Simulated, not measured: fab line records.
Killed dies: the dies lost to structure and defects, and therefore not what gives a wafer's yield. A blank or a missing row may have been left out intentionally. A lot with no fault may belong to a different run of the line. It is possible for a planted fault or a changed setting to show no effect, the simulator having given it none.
fab line records	flow n5_finfet
[record] lots = 7	wafers = 21
route steps=1938 shown SD_EPI_P@312 SD_ACTIVATION@330 SDB@368 GATE_CUT@466 MOL_CONTACT_COAG@593 BEOL_M0_SAQP@643
start_h: hours from the record's opening day to when the first of the lot's shown wafers began	wait_h: hours elapsed since this lot's preceding step	" the same as in the row above	L1.1+2: a row that stands for several wafers	- value missing, or start not given	* or withheld: withheld	< > ~ a bound
route shown NAME@n: a module of which the file shows steps, and the number in the route of the first	usual: mean/standard deviation of fault-free wafers	same: alike in all rows	chamber/n: place in a boat	sites: readings site by site	_std_site: standard deviation of those values	_edge_site: inner sites' mean taken away from outer sites' mean	radius_mm: how far each site lies from the wafer's centre	mask NAME#n: copy n	behind: tool/chamber where the wafer was last shaped	hold: what put the lot on hold/how long, in hours/how the hold closed	device: the n, p or np transistor that did not switch	end of line: the route-end tests of the same wafers	for a step that has no rows: nothing shown but its recipe	killed: dies lost to structure and defects at the first sort, not the wafer's yield	map: shows each die of a wafer: x if killed, . if not, _ if none is there
set.NAME: the setting as run; set.NAME@STEP: as run at that earlier step	model.NAME: the simulator's own value behind a step, which no gauge read
one table per step and one row per wafer, for lots whose settings were changed on purpose
[[steps]]
[step N5_SD_EPI_P_ETCH_16]
[recipe] chemistry = CHF3/O2	target = SiO2	target_depth_a = 50	mask_material = SOC	pressure_mtorr = 30	source_w = 650	bias_w = 170	Ar_flow_sccm = 200	CHF3_flow_sccm = 50	O2_flow_sccm = 5	ion_energy_ev = 200
lot.wafer	tool	chamber	start_h	wait_h	set.target_depth_a	model.etch.depth_nm
L074.2	rie_diel-03	2	54.62	0.1	52.82	5.4
L074.4	"	3	"	"	50	4.977
L074.6	"	3	"	"	52.82	5.33
L075.3	rie_diel-01	3	64.91	0.1	50	4.958
L075.5	"	0	"	"	52.44	5.15
L075.6	"	1	"	"	52.44	5.22
L080.1	rie_diel-01	0	90.63	0.1	50	4.822
L080.2	"	2	"	"	50	5.042
L080.4	"	1	"	"	50	4.929
L082.1	rie_diel-03	0	104.16	0.1	55.87	5.593
L082.3	"	3	"	"	50	4.982
L082.6	"	2	"	"	50	5.034
L084.3	rie_diel-06	3	116.09	0.1	50	4.966
L084.4	"	1	"	"	50	5.017
L084.5	"	1	"	"	50	4.961
L088.2	rie_diel-03	1	139.07	0.1	50	4.902
L088.4	"	3	"	"	50	4.996
L088.6	"	3	"	"	50	4.973
L091.3	rie_diel-06	2	156.34	0.1	46.55	4.72
L091.5	"	1	"	"	50	5.051
L091.6	"	0	"	"	50	4.95
[step N5_SD_EPI_P_EPI_21]
[recipe] material = SiGe:B	dopant = B	temp_c = 550	pressure_torr = 20	ambient = H2	time_s = 355
lot.wafer	tool	chamber	start_h	wait_h	set.epi_growth_time_s	model.SiGe-B_of_SD_EPI_P_EPI_21.thk_nm
L074.2	epi_rpcvd-03	0	55.95	0.6	325.6	57.4
L074.4	"	0	"	"	325.6	57
L074.6	"	0	"	"	355	60.4
L075.3	epi_rpcvd-01	0	66.48	0.8	355	61.4
L075.5	"	0	"	"	355	61.6
L075.6	"	0	"	"	355	61.2
L080.1	epi_rpcvd-01	0	91.37	0.1	321.1	58.4
L080.2	"	0	"	"	355	62
L080.4	"	0	"	"	321.1	57.8
L082.1	epi_rpcvd-04	0	105.02	0.2	355	60.6
L082.3	"	0	"	"	387.1	64.8
L082.6	"	0	107.42	2.4	387.1	64
L084.3	epi_rpcvd-04	0	117.55	0.8	355	60
L084.4	"	0	"	"	355	60.6
L084.5	"	0	"	"	355	60.8
L088.2	epi_rpcvd-01	0	140.17	0.5	330.6	60.2
L088.4	"	0	"	"	330.6	59.8
L088.6	"	0	"	"	330.6	59.4
L091.3	epi_rpcvd-04	0	157.79	0.8	355	61.6
L091.5	"	0	"	"	337	59.4
L091.6	"	0	"	"	337	58.8
[step N5_SD_EPI_P_HM_STRIP_48]
[recipe] chemistry = H3PO4	temp_c = 160	material = SiNx	target = SiNx	target_depth_a = 30	overetch_fraction = 0.3
lot.wafer	tool	chamber	start_h	wait_h	set.epi_growth_time_s@SD_EPI_P_EPI_21	model.SiGe-B_of_SD_EPI_P_EPI_21.thk_nm
L074.2	wet_bench-04	3	58.42	0.0	325.6	57.2
L074.4	"	1	"	"	325.6	56.6
L074.6	"	5	"	"	355	60.2
L075.3+5	wet_bench-04	3,6	67.99	0.0	355	61.2
L075.6	"	1	"	"	355	60.8
L080.1	wet_bench-04	6	93.60	0.0	321.1	58
L080.2	"	0	"	"	355	61.8
L080.4	"	3	"	"	321.1	57.6
L082.1	wet_bench-02	0	107.97	0.0	355	60.4
L082.3	"	6	"	"	387.1	64.4
L082.6	"	4	"	"	387.1	63.6
L084.3	wet_bench-04	3	119.06	0.0	355	59.8
L084.4	"	0	"	"	355	60.2
L084.5	"	6	"	"	355	60.4
L088.2	wet_bench-02	3	142.04	0.0	330.6	59.8
L088.4	"	6	"	"	330.6	59.6
L088.6	"	4	"	"	330.6	59
L091.3	wet_bench-02	0	159.31	0.0	355	61.4
L091.5	"	4	"	"	337	59
L091.6	"	7	"	"	337	58.4
[step N5_SD_EPI_P_SRD_49]
[recipe] dry = ipa_marangoni	time_s = 30	temp_c = 23	rinse_liquid = diw
[step N5_SD_EPI_P_PRECLEAN_24]
[recipe] chemistry = O3/DIW	time_s = 45	temp_c = 22	o3_ppm = 10
[step N5_SD_ACTIVATION_RTA_00]
[recipe] temp_c = 975	time_s = 0	ambient = N2	idle_temp_c = 600	ramp_up_c_per_s = 150	ramp_down_c_per_s = 60	cool_to_c = 600
[step N5_SD_ACTIVATION_LSA_01]
[recipe] temp_c = 1080	time_s = 0.0008	ambient = N2
[step N5_SD_ACTIVATION_RS_MEAS_03]
[recipe] thk_meas_gauge = four-point-probe
[usual] RS_SD_N = 21.86/0.28	RS_SD_P = 55.9/0.89
lot.wafer	tool	chamber	start_h	wait_h	set.epi_growth_time_s@SD_EPI_N_EPI_21	set.epi_growth_time_s@SD_EPI_P_EPI_21	RS_SD_N[ohm/sq]	RS_SD_P[ohm/sq]
L074.2	film_metro-01	-	59.14	0.2	690	325.6	21.87	59.9
L074.4	"	-	"	"	690	325.6	21.97	60.7
L074.6	"	-	"	"	668.6	355	22.24	57.3
L075.3	film_metro-01	-	68.71	0.2	690	355	21.79	54.8
L075.5	"	-	"	"	690	355	21.71	54.3
L075.6	"	-	"	"	627.3	355	23.25	55.1
L080.1	film_metro-02	-	94.17	0.2	690	321.1	21.74	58.0
L080.2	"	-	"	"	690	355	21.49	54.6
L080.4	"	-	"	"	690	321.1	21.51	58.4
L082.1	film_metro-02	-	108.54	0.2	690	355	21.97	55.9
L082.3	"	-	"	"	690	387.1	21.65	52.4
L082.6	"	-	"	"	690	387.1	21.72	52.8
L084.3	film_metro-02	-	119.67	0.2	690	355	22.13	56.9
L084.4	"	-	"	"	690	355	22.10	56.2
L084.5	"	-	"	"	690	355	22.32	55.9
L088.2	film_metro-02	-	142.69	0.2	690	330.6	22.05	56.5
L088.4	"	-	"	"	690	330.6	22.13	57.2
L088.6	"	-	"	"	690	330.6	21.78	57.6
L091.3	film_metro-01	-	159.92	0.2	690	355	21.72	54.7
L091.5	"	-	"	"	690	337	21.44	56.8
L091.6	"	-	"	"	690	337	21.67	58.2
[step N5_SDB_ETCH_25]
[recipe] chemistry = C4F6/O2	target = SiO2	target_depth_a = 100	time_s = 3.3	ion_energy_ev = 250	mask_material = SiNx	pressure_mtorr = 30	source_w = 345	bias_w = 185	Ar_flow_sccm = 300	C4F6_flow_sccm = 10	O2_flow_sccm = 10
lot.wafer	tool	chamber	start_h	wait_h	set.time_s	model.etch.depth_nm
L074.2	rie_diel-05	2	67.23	0.0	3.3	9.958
L074.4	"	3	"	"	3.3	9.845
L074.6	"	1	"	"	3.3	9.715
L075.3+5	rie_diel-05	1	76.59	0.3	3.688	10.9
L075.6	"	2	"	"	3.3	9.995
L080.1	rie_diel-02	0	102.52	0.3	2.572	7.711
L080.2	"	2	"	"	2.572	7.756
L080.4	"	1	"	"	2.572	7.691
L082.1	rie_diel-04	3	117.43	0.0	3.3	9.863
L082.3	"	1	"	"	2.703	8.243
L082.6	"	3	"	"	3.3	10.02
L084.3	rie_diel-05	3	127.85	0.1	3.3	9.846
L084.4	"	2	"	"	3.3	9.88
L084.5	"	3	"	"	3.3	9.811
L088.2	rie_diel-02	3	150.92	0.3	2.812	8.384
L088.4	"	1	"	"	2.812	8.517
L088.6	"	2	"	"	3.3	9.975
L091.3	rie_diel-04	1	167.45	0.0	3.3	10.08
L091.5	"	3	"	"	2.846	8.57
L091.6	"	1	"	"	3.3	10.09
[step N5_GATE_CUT_ETCH_56]
[recipe] chemistry = Cl2/Ar	target = TiN	target_depth_a = 216	pressure_mtorr = 10	icp_w = 600	bias_w = 60	Cl2_flow_sccm = 40	Ar_flow_sccm = 60
lot.wafer	tool	chamber	start_h	wait_h	set.bias_w	model.etch.depth_nm
L074.2	rie_metal-02	0	81.26	0.1	52.64	20.61
L074.4	"	1	"	"	60	22.16
L074.6	"	0	"	"	60	21.53
L075.3	rie_metal-02	0	90.75	0.1	60	21.35
L075.5	"	0	"	"	60	21.39
L075.6	"	1	"	"	60	21.61
L080.1	rie_metal-02	1	115.41	0.1	53.34	20.84
L080.2	"	0	"	"	60	21.53
L080.4	"	1	"	"	60	22.04
L082.1	rie_metal-01	1	130.70	0.1	53.08	21.33
L082.3	"	1	"	"	60	22.42
L082.6	"	0	"	"	60	22.14
L084.3	rie_metal-01	0	141.25	0.1	60	22.05
L084.4	"	1	"	"	60	22.09
L084.5	"	1	"	"	60	22.22
L088.2	rie_metal-03	1	163.90	0.1	60	21.72
L088.4	"	0	"	"	66.73	22.37
L088.6	"	0	"	"	66.73	22.23
L091.3	rie_metal-02	1	180.64	0.1	60	21.82
L091.5	"	0	"	"	60	21.54
L091.6	"	1	"	"	60	21.89
[step N5_GATE_CUT_ETCH_58]
[recipe] chemistry = CH3F/O2	target = SiNx	target_depth_a = 170	time_s = 128.6	ion_energy_ev = 50	pressure_mtorr = 30	source_w = 415	bias_w = 21	Ar_flow_sccm = 150	CH3F_flow_sccm = 30	O2_flow_sccm = 20
[usual] rf_vpp_V = 99.1/0.84
lot.wafer	tool	chamber	start_h	wait_h	set.source_w	rf_vpp_V	model.etch.depth_nm
L074.2	rie_diel-06	1	81.46	0.1	415	100.0	16.78
L074.4	"	2	"	"	415	99.1	17.09
L074.6	"	0	"	"	450.8	96.9	17.39
L075.3	rie_diel-03	1	90.94	0.1	415	99.4	16.87
L075.5	"	0	"	"	415	97.5	16.95
L075.6	"	1	"	"	415	99.2	16.81
L080.1	rie_diel-01	0	115.69	0.1	415	99.1	16.62
L080.2	"	2	"	"	484.3	95.3	17.84
L080.4	"	1	"	"	484.3	92.2	17.71
L082.1	rie_diel-01	1	130.91	0.1	382.8	101.1	16.22
L082.3	"	3	"	"	382.8	101.1	16.73
L082.6	"	3	"	"	415	99.8	17.34
L084.3	rie_diel-03	1	141.39	0.0	415	99.1	16.59
L084.4	"	0	"	"	415	99.3	16.79
L084.5	"	1	"	"	415	99.9	16.65
L088.2	rie_diel-06	1	164.07	0.0	489.5	93.8	17.95
L088.4	"	2	"	"	415	99.2	17.2
L088.6	"	2	"	"	415	100.0	16.97
L091.3	rie_diel-03	1	180.83	0.1	415	99.6	16.81
L091.5	"	0	"	"	415	98.6	17.14
L091.6	"	1	"	"	436.8	98.1	17.32
[step N5_GATE_CUT_CUT_ETCH_53]
[recipe] chemistry = SF6/Cl2	target = W	mask_material = SiO2	target_depth_a = 792	pressure_mtorr = 8	icp_w = 900	bias_w = 80	SF6_flow_sccm = 40	Cl2_flow_sccm = 60	ends = cleared
[usual] etch_rf_on_time_s = 26.3/0.38
lot.wafer	tool	chamber	start_h	wait_h	set.icp_w	etch_rf_on_time_s
L074.2	rie_metal-03	1	85.27	0.1	1037	23.3
L074.4	"	0	"	"	1037	23.6
L074.6	"	0	"	"	900	26.9
L075.3	rie_metal-03	0	95.70	0.1	798.9	29.4
L075.5	"	1	"	"	798.9	28.9
L075.6	"	0	"	"	900	26.6
L080.1	rie_metal-03	1	119.48	0.1	900	26.2
L080.2	"	0	"	"	900	26.5
L080.4	"	1	"	"	900	26.4
L082.1	rie_metal-03	1	134.84	0.1	770.8	30.3
L082.3	"	0	"	"	770.8	30.9
L082.6	"	1	"	"	900	26.5
L084.3	rie_metal-01	1	145.47	0.1	900	25.7
L084.4	"	0	"	"	900	26.3
L084.5	"	0	"	"	900	26.0
L088.2	rie_metal-02	0	168.62	0.1	900	26.6
L088.4	"	1	"	"	955.7	25.0
L088.6	"	0	"	"	955.7	25.4
L091.3	rie_metal-03	0	184.78	0.1	900	26.7
L091.5	"	0	"	"	942.5	25.7
L091.6	"	1	"	"	942.5	25.3
[step N5_MOL_CONTACT_COAG_COAT_62]
[recipe] resist = SOC	temp_c = 250	time_s = 60	spin_rpm = 1500	resist_thk_nm = 60
lot.wafer	tool	chamber	start_h	wait_h	set.spin_rpm	model.SOC_of_MOL_CONTACT_COAG_COAT_62.thk_nm
L074.2+6	litho_track-03	0	101.18	0.0	1657	57.2
L074.4	"	0	"	"	1500	59.8
L075.3+6	litho_track-03	0	110.50	0.0	1500	60
L075.5	"	0	"	"	1543	59.2
L080.1+4	litho_track-03	0	134.81	0.0	1500	60
L080.2	"	0	"	"	1621	57.8
L082.1	litho_track-01	0	148.00	0.0	1500	60
L082.3+6	"	0	"	"	1399	62
L084.3+4	litho_track-04	0	160.42	0.0	1500	60
L084.5	"	0	"	"	1500	60.2
L088.2+6	litho_track-04	0	182.01	0.0	1343	63.6
L088.4	"	0	"	"	1343	63.8
L091.3	litho_track-01	0	200.73	0.0	1556	59
L091.5+6	"	0	"	"	1500	60
[step N5_MOL_CONTACT_COAG_COAT_63]
[recipe] resist = SiARC	temp_c = 220	time_s = 60	spin_rpm = 1500	resist_thk_nm = 10
[step N5_MOL_CONTACT_COAG_COAT_64]
[recipe] resist = underlayer	temp_c = 205	time_s = 60	spin_rpm = 1500	resist_thk_nm = 10
[step N5_MOL_CONTACT_COAG_ALD_133]
[recipe] material = SiO2	target_thk_a = 50	temp_c = 100	ald_precursor_family = BDEAS	ald_co_reactant = O2-plasma	pulse_time_s = 1	co_reactant_pulse_time_s = 1	purge_time_s = 2	co_reactant_purge_time_s = 2	ald_cycles = 35	pressure_torr = 2
[step N5_MOL_CONTACT_COAG_ETCHBACK_134]
[recipe] chemistry = CHF3	target = SiO2	target_depth_a = 100	time_s = 6.7	ion_energy_ev = 200	pressure_mtorr = 30	source_w = 610	bias_w = 170	Ar_flow_sccm = 200	CHF3_flow_sccm = 50
[step N5_MOL_CONTACT_COAG_ETCH_67]
[recipe] chemistry = N2/H2	target = SOC	target_depth_a = 600	overetch_a = 210	mask_material = SiARC	temp_c = 40	time_s = 101.2	ion_energy_ev = 200	pressure_mtorr = 30	source_w = 840	bias_w = 150	n2_flow_sccm = 200	h2_flow_sccm = 200
lot.wafer	tool	chamber	start_h	wait_h	set.spin_rpm@MOL_CONTACT_COAG_COAT_62	model.etch.depth_nm
L074.2	rie_diel-05	3	102.33	0.0	1657	57.2
L074.4	"	0	"	"	1500	59.89
L074.6	"	2	"	"	1657	57.24
L075.3	rie_diel-02	0	111.46	0.0	1500	60.06
L075.5	"	1	"	"	1543	59.15
L075.6	"	2	"	"	1500	60.02
L080.1	rie_diel-05	1	135.57	0.0	1500	59.92
L080.2	"	3	"	"	1621	57.9
L080.4	"	3	"	"	1500	60.08
L082.1	rie_diel-02	3	148.88	0.0	1500	59.98
L082.3	"	0	"	"	1399	62.07
L082.6	"	1	"	"	1399	61.95
L084.3	rie_diel-02	2	161.39	0.0	1500	60.09
L084.4	"	3	"	"	1500	59.92
L084.5	"	1	"	"	1500	60.15
L088.2	rie_diel-05	0	183.64	0.0	1343	63.54
L088.4	"	3	"	"	1343	63.78
L088.6	"	0	"	"	1343	63.68
L091.3	rie_diel-05	2	201.67	0.0	1556	58.94
L091.5	"	2	"	"	1500	60.07
L091.6	"	3	"	"	1500	60.09
[step N5_MOL_CONTACT_COAG_STRIP_68]
[recipe] chemistry = N2/H2	temp_c = 40	n2_flow_sccm = 200	h2_flow_sccm = 200	rf_frequency_hz = 6e+07
[step N5_MOL_CONTACT_COAG_STRIP_69]
[recipe] chemistry = N2/H2	temp_c = 40	n2_flow_sccm = 200	h2_flow_sccm = 200	rf_frequency_hz = 6e+07
[step N5_MOL_CONTACT_COAG_VIA_ETCH_117]
[recipe] chemistry = C4F6/O2	target_depth_a = 400	overetch_a = 80	mask_material = SOC	target = SiO2	bias_w = 455	pressure_mtorr = 10	time_s = 26	source_w = 325	Ar_flow_sccm = 300	C4F6_flow_sccm = 10	O2_flow_sccm = 10	ion_energy_ev = 575.3	ends = end_point
[step N5_MOL_CONTACT_COAG_ETCH_124]
[recipe] chemistry = CH3F/O2	target = SiNx	target_depth_a = 65	mask_material = SOC	stop_on = SiOC	over_etch_frac = 0.3	ion_energy_ev = 120	pressure_mtorr = 30	source_w = 395	bias_w = 73	Ar_flow_sccm = 150	CH3F_flow_sccm = 30	O2_flow_sccm = 20	ends = end_point
[step N5_MOL_CONTACT_COAG_ETCH_48]
[recipe] chemistry = C4F6/O2	target_depth_a = 150	overetch_a = 45	mask_material = SOC	target = SiOC	bias_w = 465	pressure_mtorr = 10	time_s = 17	source_w = 335	Ar_flow_sccm = 300	C4F6_flow_sccm = 10	O2_flow_sccm = 10	ion_energy_ev = 576
lot.wafer	tool	chamber	start_h	wait_h	set.spin_rpm@MOL_CONTACT_COAG_COAT_62	model.SOC_of_MOL_CONTACT_COAG_COAT_62.thk_nm
L074.2+6	rie_diel-05	3,2	102.52	0.0	1657	43.2
L074.4	"	0	"	"	1500	46
L075.3	rie_diel-02	0	111.65	0.0	1500	45.8
L075.5	"	1	"	"	1543	45
L075.6	"	2	"	"	1500	45.6
L080.1	rie_diel-05	1	135.76	0.0	1500	46
L080.2	"	3	"	"	1621	44
L080.4	"	3	"	"	1500	46.2
L082.1	rie_diel-02	3	149.07	0.0	1500	45.8
L082.3	"	0	"	"	1399	48
L082.6	"	1	"	"	1399	47.8
L084.3	rie_diel-02	2	161.58	0.0	1500	45.8
L084.4+5	"	3,1	"	"	1500	46
L088.2	rie_diel-05	0	183.84	0.0	1343	49.2
L088.4	"	3	"	"	1343	49.8
L088.6	"	0	"	"	1343	49.4
L091.3	rie_diel-05	2	201.87	0.0	1556	44.8
L091.5	"	2	"	"	1500	46
L091.6	"	3	"	"	1500	46.2
[step N5_BEOL_M0_SAQP_COAT_08]
[recipe] resist = CAR-ArF	spin_rpm = 1500	resist_thk_nm = 90
lot.wafer	tool	chamber	start_h	wait_h	set.spin_rpm	model.CAR-ArF_of_BEOL_M0_SAQP_COAT_08.thk_nm
L074.2+6	litho_track-03	0	-	-	1500	90
L074.4	"	0	"	"	1574	87.8
L075.3+6	litho_track-05	0	-	-	1500	90.2
L075.5	"	0	"	"	1500	90.4
L080.1	litho_track-03	0	-	-	1603	87.2
L080.2	"	0	"	"	1603	86.8
L080.4	"	0	"	"	1500	89.8
L082.1	litho_track-05	0	-	-	1500	89.6
L082.3	"	0	"	"	1500	89.8
L082.6	"	0	"	"	1635	85.8
L084.3	litho_track-03	0	-	-	1500	90.2
L084.4	"	0	"	"	1500	89.8
L084.5	"	0	"	"	1500	90
L088.2+4	litho_track-02	0	-	-	1663	85.6
L088.6	"	0	"	"	1500	90.2
L091.3	litho_track-03	0	-	-	1500	89.8
L091.5	"	0	"	"	1606	87
L091.6	"	0	"	"	1500	90
[step N5_BEOL_M0_SAQP_EXPOSE_11]
[recipe] mask_id = M0_CORE	na = 1.35	source_shape = dipole	sigma_inner = 0.538	sigma_outer = 0.738	polarization = te	target_cd_nm = 42	dose_mj = 55
lot.wafer	tool	chamber	start_h	wait_h	mask	set.dose_mj
L074.2	arfi_scanner-02	0	110.20	-	M0_CORE#0	55
L074.4+6	"	0	"	"	M0_CORE#0	52.49
L075.3	arfi_scanner-03	0	117.57	-	M0_CORE#0	55
L075.5+6	"	0	"	"	M0_CORE#0	56.38
L080.1+2+4	arfi_scanner-01	0	143.21	-	M0_CORE#0	55
L082.1	arfi_scanner-02	0	155.79	-	M0_CORE#0	55
L082.3+6	"	0	"	"	M0_CORE#0	58.34
L084.3+4+5	arfi_scanner-02	0	170.64	-	M0_CORE#0	55
L088.2	arfi_scanner-03	0	191.38	-	M0_CORE#0	59.09
L088.4+6	"	0	"	"	M0_CORE#0	55
L091.3	arfi_scanner-03	0	207.68	-	M0_CORE#0	53.75
L091.5+6	"	0	"	"	M0_CORE#0	55
[step N5_BEOL_M0_SAQP_PEB_12]
[recipe] peb_temp_c = withheld	peb_time_s = 60	resist = CAR-ArF
[step N5_BEOL_M0_SAQP_DEVELOP_13]
[recipe] develop_time_s = 30	developer = TMAH	resist = CAR-ArF	dev_temp_c = 23	rinse_liquid = diw	dry = air_spin
lot.wafer	tool	chamber	start_h	wait_h	set.spin_rpm@BEOL_M0_SAQP_COAT_08	model.CAR-ArF_of_BEOL_M0_SAQP_COAT_08.thk_nm
L074.2	litho_track-02	0	-	-	1500	88.4
L074.4	"	0	"	"	1574	86.2
L074.6	"	0	"	"	1500	88.2
L075.3+6	litho_track-05	0	-	-	1500	88.4
L075.5	"	0	"	"	1500	88.6
L080.1	litho_track-03	0	-	-	1603	85.4
L080.2	"	0	"	"	1603	85.2
L080.4	"	0	"	"	1500	88
L082.1+3	litho_track-03	0	-	-	1500	88
L082.6	"	0	"	"	1635	84.2
L084.3	litho_track-03	0	-	-	1500	88.4
L084.4+5	"	0	"	"	1500	88.2
L088.2+4	litho_track-05	0	-	-	1663	84
L088.6	"	0	"	"	1500	88.6
L091.3	litho_track-03	0	-	-	1500	88
L091.5	"	0	"	"	1606	85.4
L091.6	"	0	"	"	1500	88.2
[step N5_BEOL_M0_SAQP_CD_MEAS_14]
[recipe] target_cd_nm = 42.5	landing_energy_ev = 500	detector = se_inlens
[usual] cd_nm = 42.5/0.3
lot.wafer	tool	chamber	start_h	wait_h	set.dose_mj@BEOL_M0_SAQP_EXPOSE_11	cd_nm
L074.2	cd_sem-01	0	110.32	-	55	42.3
L074.4	"	0	"	"	52.49	44.0
L074.6	"	0	"	"	52.49	44.0
L075.3	cd_sem-02	0	117.69	-	55	42.2
L075.5	"	0	"	"	56.38	41.2
L075.6	"	0	"	"	56.38	41.7
L080.1	cd_sem-02	0	143.33	-	55	42.1
L080.2	"	0	"	"	55	42.4
L080.4	"	0	"	"	55	42.3
L082.1	cd_sem-03	0	155.91	-	55	42.6
L082.3	"	0	"	"	58.34	40.2
L082.6	"	0	"	"	58.34	40.6
L084.3	cd_sem-01	0	170.75	-	55	43.0
L084.4	"	0	"	"	55	43.3
L084.5	"	0	"	"	55	42.9
L088.2	cd_sem-02	0	191.50	-	59.09	39.9
L088.4	"	0	"	"	55	41.8
L088.6	"	0	"	"	55	41.8
L091.3	cd_sem-01	0	207.80	-	53.75	43.2
L091.5	"	0	"	"	55	43.2
L091.6	"	0	"	"	55	42.9
[[key]]
[split] step = N5_SD_EPI_P_ETCH_16	setting = target_depth_a	stated = 50	by = wafer
[response] step = N5_SD_EPI_P_ETCH_16	reading = model.etch.depth_nm	change = +0.0502	per = 1%	r = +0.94
[split] step = N5_SD_EPI_P_EPI_21	setting = epi_growth_time_s	stated = 355	by = wafer
[response] step = N5_SD_EPI_P_EPI_21	reading = model.SiGe-B_of_SD_EPI_P_EPI_21.thk_nm	change = +0.415	per = 1%	r = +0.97
[response] step = N5_SD_EPI_P_HM_STRIP_48	reading = model.SiGe-B_of_SD_EPI_P_EPI_21.thk_nm	change = +0.418	per = 1%	r = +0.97
[response] step = N5_SD_ACTIVATION_RS_MEAS_03	reading = RS_SD_P	change = -0.386	per = 1%	r = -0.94
[split] step = N5_SDB_ETCH_25	setting = time_s	stated = 3.3	by = wafer
[response] step = N5_SDB_ETCH_25	reading = model.etch.depth_nm	change = +0.0971	per = 1%	r = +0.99
[split] step = N5_GATE_CUT_ETCH_56	setting = bias_w	stated = 60	by = wafer
[response] step = N5_GATE_CUT_ETCH_56	reading = model.etch.depth_nm	change = +0.0811	per = 1%	r = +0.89
[split] step = N5_GATE_CUT_ETCH_58	setting = source_w	stated = 415	by = wafer
[response] step = N5_GATE_CUT_ETCH_58	reading = rf_vpp_V	change = -0.306	per = 1%	r = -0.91
[response] step = N5_GATE_CUT_ETCH_58	reading = model.etch.depth_nm	change = +0.062	per = 1%	r = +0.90
[split] step = N5_GATE_CUT_CUT_ETCH_53	setting = icp_w	stated = 900	by = wafer
[response] step = N5_GATE_CUT_CUT_ETCH_53	reading = etch_rf_on_time_s	change = *	per = 1%	r = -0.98
[split] step = N5_MOL_CONTACT_COAG_COAT_62	setting = spin_rpm	stated = 1500	by = wafer
[response] step = N5_MOL_CONTACT_COAG_COAT_62	reading = model.SOC_of_MOL_CONTACT_COAG_COAT_62.thk_nm	change = -0.266	per = 1%	r = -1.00
[response] step = N5_MOL_CONTACT_COAG_ETCH_67	reading = model.etch.depth_nm	change = -0.27	per = 1%	r = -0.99
[response] step = N5_MOL_CONTACT_COAG_ETCH_48	reading = model.SOC_of_MOL_CONTACT_COAG_COAT_62.thk_nm	change = -0.278	per = 1%	r = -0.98
[split] step = N5_BEOL_M0_SAQP_COAT_08	setting = spin_rpm	stated = 1500	by = wafer
[response] step = N5_BEOL_M0_SAQP_COAT_08	reading = model.CAR-ArF_of_BEOL_M0_SAQP_COAT_08.thk_nm	change = -0.423	per = 1%	r = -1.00
[response] step = N5_BEOL_M0_SAQP_DEVELOP_13	reading = model.CAR-ArF_of_BEOL_M0_SAQP_COAT_08.thk_nm	change = -0.412	per = 1%	r = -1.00
[split] step = N5_BEOL_M0_SAQP_EXPOSE_11	setting = dose_mj	stated = 55	by = wafer
[response] step = N5_BEOL_M0_SAQP_CD_MEAS_14	reading = cd_nm	change = -0.294	per = 1%	r = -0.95
split outside_this_file step=N5_SD_EPI_N_EPI_21 setting=epi_growth_time_s
// split outside_this_file: this setting was split too, and the file shows its column; the key of that split is in another file
